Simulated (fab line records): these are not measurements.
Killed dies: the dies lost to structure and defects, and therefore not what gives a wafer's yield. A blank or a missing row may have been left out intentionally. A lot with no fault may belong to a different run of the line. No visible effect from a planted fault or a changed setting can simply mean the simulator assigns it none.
Struck lot and sound lot, side by side ; flow n5 finfet ; 15 steps out of a route of 1938
Sound: these wafers, L255.1, L255.4, L255.6. Struck: wafer L268.3; the same lot's L268.6 was not struck, so it is left out; see the end for the cause.
Each step with rows lists, per side, the tool, then ch with its chambers, then its first start. Under that, the readings that differ: sound wafers ; struck wafers ; difference of the means ; sigmas: that difference in standard deviations of wafers without a fault.
alike: a reading whose means differ by less than 2 such deviations, as well as words and numbers matching on both sides. not compared: withheld readings; readings where some wafer has no value; bounds like >300 that might hide an equal value; numbers whose values overlap and for which the record gives no deviation.
Wherever a step has rows on one side only, a row that says differs or no value, or a row with sigmas, the two part there. Non-overlapping numbers with no deviation appear without sigmas and do not part them. A reading that every wafer of one side lacks parts them only if that side has two wafers or more.

first, 8 steps without rows for these wafers: N5_BEOL_M1_COAT_68 (time 60 s, resist thk 12 nm); N5_BEOL_M1_COAT_76 (time 60 s, resist thk 5 nm); N5_BEOL_M1_COAT_22 (resist thk 30 nm); N5_BEOL_M1_EBR_24; N5_BEOL_M1_SOFTBAKE_23 (time 60 s); N5_BEOL_M1_EXPOSE_25 (exposes mask V0, defocus 5 nm, target cd 24 nm); N5_BEOL_M1_PEB_26 (peb time 60 s); N5_BEOL_M1_DEVELOP_27 (develop time 30 s).
N5_BEOL_M1_CD_MEAS_28: target cd y 23.3 nm.
  sound on cd sem-02 ch 0, day 7 21:09; struck on cd sem-03 ch 0, day 11 06:52
  alike: cd nm
N5_BEOL_M1_OVL_MEAS_29:
  sound on overlay-01 ch 0, day 7 21:11; struck on overlay-02 ch 0, day 11 06:54
  alike: V0_OVL
N5_BEOL_M1_INSPECT_30: inspects for defects (brightfield).
  struck on defect inspect-01, day 11 06:56; sound on defect inspect-02, day 7 21:14
  alike: raw defect count
N5_BEOL_M1_DESCUM_33: chemistry O2, time 7 s.
  sound on rie diel-06 ch 0,1,3, day 7 21:16; struck on rie diel-02 ch 3, day 11 06:59
  alike: drypump motor current A, oes product au, rf vpp V, showerhead plenum p Torr, throttle valve pct
  not compared: rf hours counter h
N5_BEOL_M1_ETCH_77: etches underlayer in N2/H2, target depth 6.5 nm, time 5.2 s.
  sound on rie diel-06 ch 0,1,3, day 7 21:19; struck on rie diel-02 ch 3, day 11 07:01
reading;sound;struck;difference;sigmas
etch rf on time s (s);5.27 5.28 5.07;4.00;-1.21;-8
  alike: drypump motor current A, oes product au, rf vpp V, showerhead plenum p Torr, throttle valve pct
  not compared: rf hours counter h
N5_BEOL_M1_ETCH_69: etches SiARC in CF4, target depth 15.6 nm, time 26 s.
  sound on rie diel-06 ch 0,1,3, day 7 21:19; struck on rie diel-02 ch 3, day 11 07:02
  alike: cf4 flow sccm, drypump motor current A, etch rf on time s, oes product au, rf vpp V, showerhead plenum p Torr, throttle valve pct
  not compared: rf hours counter h
-- the record jumps here: 3 days lie between the struck wafers' starts before and after (it left off in module BEOL_M1 and takes up again in module BEOL_M4, whose first step shown is number 1111 of the route) --
N5_BEOL_M4_RC_MEAS_101:
  sound on prober-01 ch 0, day 10 00:01; struck on prober-02 ch 0, day 14 02:08
reading;sound;struck;difference;sigmas
SS_N (mV/dec);71.4 72.1 72.9;74.0;+1.9;+3
  alike: DIBL_N, DIBL_P, IOFF_N, IOFF_P, ION_N, ION_P, SS_P, VT_N, VT_P

WHERE THEY PART
First at N5_BEOL_M1_ETCH_77; last, within this record, at N5_BEOL_M4_RC_MEAS_101.

WHY: whatever the simulator had introduced
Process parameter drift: rie diel-02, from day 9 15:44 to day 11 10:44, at N5_BEOL_M1_ETCH_77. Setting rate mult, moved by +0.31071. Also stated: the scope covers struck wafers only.
